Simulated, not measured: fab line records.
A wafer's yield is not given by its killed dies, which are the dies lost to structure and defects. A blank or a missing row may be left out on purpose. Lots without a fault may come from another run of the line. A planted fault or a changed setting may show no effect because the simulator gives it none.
Matching of chambers + flow nand-harc + NHARC_A_CONTACT_ETCH_92 on rie-diel-08 has 4 sister chambers
The step etches the open film in CH3F/O2, target depth 40 nm, time 85.7 s. 14 wafers are shown with their chamber, then 7 later ones without.

EACH WAFER AND ITS CHAMBER
| wafer  | chamber | showerhead-plenum-p-Torr (Torr) | rf-fwd-power-W (W) | rf-vpp-V (V) |
|--------|---------|---------------------------------|--------------------|--------------|
| L078.2 | 0       | 2.63                            | 500.0              | 245.0        |
| L078.4 | 1       | 2.38                            | 494.2              | 243.0        |
| L078.5 | 3       | 2.61                            | 499.2              | 246.2        |
| L079.3 | 3       | 2.61                            | 497.7              | 247.3        |
| L079.4 | 2       | 2.46                            | 495.6              | 243.8        |
| L079.5 | 2       | 2.46                            | 494.6              | 244.9        |
| L085.1 | 2       | 2.45                            | 494.3              | 244.5        |
| L085.3 | 3       | 2.60                            | 498.6              | 246.8        |
| L085.5 | 1       | 2.37                            | 494.9              | 242.9        |
| L084.1 | 1       | 2.37                            | 496.7              | 244.8        |
| L084.3 | 0       | 2.62                            | 497.6              | 248.1        |
| L084.6 | 3       | 2.60                            | 498.3              | 245.8        |
| L088.1 | 2       | 2.45                            | 495.5              | 243.2        |
| L088.4 | 3       | 2.59                            | 498.5              | 245.5        |

SIGNATURES (means of the wafers above)
| reading                  | chamber 0 | chamber 1 | chamber 2 | chamber 3 | scatter within a chamber |
|--------------------------|-----------|-----------|-----------|-----------|--------------------------|
| showerhead-plenum-p-Torr | 2.6250    | 2.3733    | 2.4550    | 2.6020    | 0.00705                  |
| rf-fwd-power-W           | 498.800   | 495.267   | 495.000   | 498.460   | 0.929                    |
| rf-vpp-V                 | 246.550   | 243.567   | 244.100   | 246.320   | 1.05                     |
Rule: for a wafer and a chamber, the distance is found by dividing, reading by reading, the gap between the wafer's reading and the chamber's mean by the reading's scatter, squaring, summing and taking the root. If the next closest chamber is less than 2 further off than the closest, the wafer can't be placed; otherwise it belongs to the closest. The scatter: the root of (the sum of the squares of (reading less its chamber's mean) over the shown wafers, divided by (wafers less chambers)).

WAFERS WHOSE CHAMBER IS MISSING
| wafer  | showerhead-plenum-p-Torr (Torr) | rf-fwd-power-W (W) | rf-vpp-V (V) |
|--------|---------------------------------|--------------------|--------------|
| L088.5 | 2.37                            | 496.3              | 244.6        |
| L096.1 | 2.61                            | 498.7              | 246.8        |
| L096.4 | 2.44                            | 494.9              | 244.0        |
| L096.6 | 2.44                            | 495.9              | 244.1        |
| L097.1 | 2.44                            | 496.2              | 244.9        |
| L097.2 | 2.59                            | 499.3              | 245.9        |
| L097.5 | 2.61                            | 498.7              | 246.2        |

THE CHAMBER EACH PASSED THROUGH
| wafer  | from the rows above     | in truth |
|--------|-------------------------|----------|
| L088.5 | 1                       | 1        |
| L096.1 | can't be placed: 3 or 0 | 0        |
| L096.4 | 2                       | 2        |
| L096.6 | 2                       | 2        |
| L097.1 | 2                       | 2        |
| L097.2 | 3                       | 3        |
| L097.5 | can't be placed: 3 or 0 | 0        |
Correctly placed: 5 of 7. Can't be placed from these rows: 2 (the true chamber is among the candidates in 2). Wrongly placed: 0.
